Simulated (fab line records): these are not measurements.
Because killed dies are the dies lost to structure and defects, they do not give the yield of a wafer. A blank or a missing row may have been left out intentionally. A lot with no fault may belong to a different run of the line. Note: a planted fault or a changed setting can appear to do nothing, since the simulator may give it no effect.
One fault through the eyes of 3 desks | flow nand harc | each desk holds nothing but its own numbers, with what lay behind them at the end

TOOL OWNER'S DESK, krf scanner-03
The tool's own readings at NHARC_P_STI_EXPOSE_06 (exposes mask P STI, target cd 200 nm): means of the sampled wafers that have a number, for each lot that ran on this tool. If a lot's mean is further than 4 standard deviations from the usual mean, the lot is out of limits and carries the mark OUT (the distance appears in the brackets).
Columns: A = exposure dose mJ cm2 at NHARC_P_STI_EXPOSE_06, usual 37.69; B = stage vel mm s at NHARC_P_STI_EXPOSE_06, usual 500.03 mm/s
lot  | first seen here | A                       | B
L152 | day 2 23:20     | 37.69                   | 499.93
L154 | day 3 14:02     | 37.72                   | 499.93
L156 | day 4 10:32     | 37.70                   | 500.05
L167 | day 9 01:36     | 28.94 (-99 or more) OUT | 500.15
L172 | day 11 05:39    | 30.67 (-99 or more) OUT | 499.89
This desk's finding: out of limits on L167, L172; first on L167, day 9 01:36 (exposure dose mJ cm2 at NHARC_P_STI_EXPOSE_06). Within limits: L152, L154, L156.

THE METROLOGY DESK
What the gauges read, lot by lot, whatever tool the lot ran on: means of the sampled wafers that have a number. If a lot's mean is further than 4 standard deviations from the usual mean, the lot is out of limits and carries the mark OUT (the distance appears in the brackets).
Columns: A = cd nm at NHARC_P_STI_CD_MEAS_09, usual 200 nm; B = overlay x nm at NHARC_P_STI_OVL_MEAS_10, usual 3 nm; C = overlay y nm at NHARC_P_STI_OVL_MEAS_10, usual 0 nm; D = trench foot cd nm at NHARC_P_STI_OCD_MEAS_17, usual 158 nm
lot  | first seen here | A             | B  | C   | D
L152 | day 2 23:29     | 203           | -4 | 4   | 161
L154 | day 3 14:11     | 197           | 0  | -8  | 156
L156 | day 4 10:41     | 203           | 7  | 4   | 162
L158 | day 5 07:05     | 198           | -2 | 3   | 157
L160 | day 6 02:44     | 198           | 7  | -17 | 156
L167 | day 9 01:45     | 142 (-16) OUT | 7  | -8  | 99 (-15) OUT
L168 | day 9 12:47     | 201           | 12 | 6   | 159
L172 | day 11 05:48    | 155 (-12) OUT | 3  | 3   | 113 (-12) OUT
L173 | day 11 14:41    | 197           | -3 | -5  | 155
L174 | day 12 02:13    | 205           | 3  | 3   | 162
L175 | day 12 12:15    | 203           | 16 | -0  | 159
This desk's finding: out of limits on L167, L172; first on L167, day 9 01:45 (cd nm at NHARC_P_STI_CD_MEAS_09). Within limits: L152, L154, L156, L158, L160, L168, L173, L174, L175.

THE DEFECT DESK
Counts from the inspections along the route, per lot, as means over the sampled wafers that have a number. If a lot's mean is further than 4 standard deviations from the usual mean, the lot is out of limits and carries the mark OUT (the distance appears in the brackets).
Columns: A = raw defect count at NHARC_P_STI_INSPECT_25, usual 209
lot  | first seen here | A
L152 | day 4 04:28     | 190
L154 | day 4 19:27     | 219
L156 | day 5 15:43     | 229
L158 | day 6 11:37     | 210
L160 | day 7 08:08     | 214
L167 | day 10 02:59    | 191
L168 | day 10 18:55    | 214
L172 | day 12 10:33    | 152
L173 | day 12 18:39    | 222
L174 | day 13 05:44    | 231
L175 | day 13 23:19    | 228
Result from this desk: across the 11 lots, nothing is out of limits.

ALL TOGETHER
On L167, L172, at day 9 01:36, an alarm was possible from the tool owner's desk.
At day 9 01:45 the metrology desk could have sounded an alarm, on L167, L172.
Nothing the defect desk looked at was out of limits.
The defect desk has L167, L172 on record, within its limits.
The lots listed all ran NHARC_P_STI_EXPOSE_06 on krf scanner-03.

WHAT THE SIMULATOR HAD PUT IN
Process parameters drifting: krf scanner-03 at NHARC_P_STI_EXPOSE_06, beginning at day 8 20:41. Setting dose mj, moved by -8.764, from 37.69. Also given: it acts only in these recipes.
Struck lots among those shown: L167, L172.
Counting hours from when the fault started, the first reading out of limits came at 5 for the tool owner's desk and at 5 for the metrology desk.
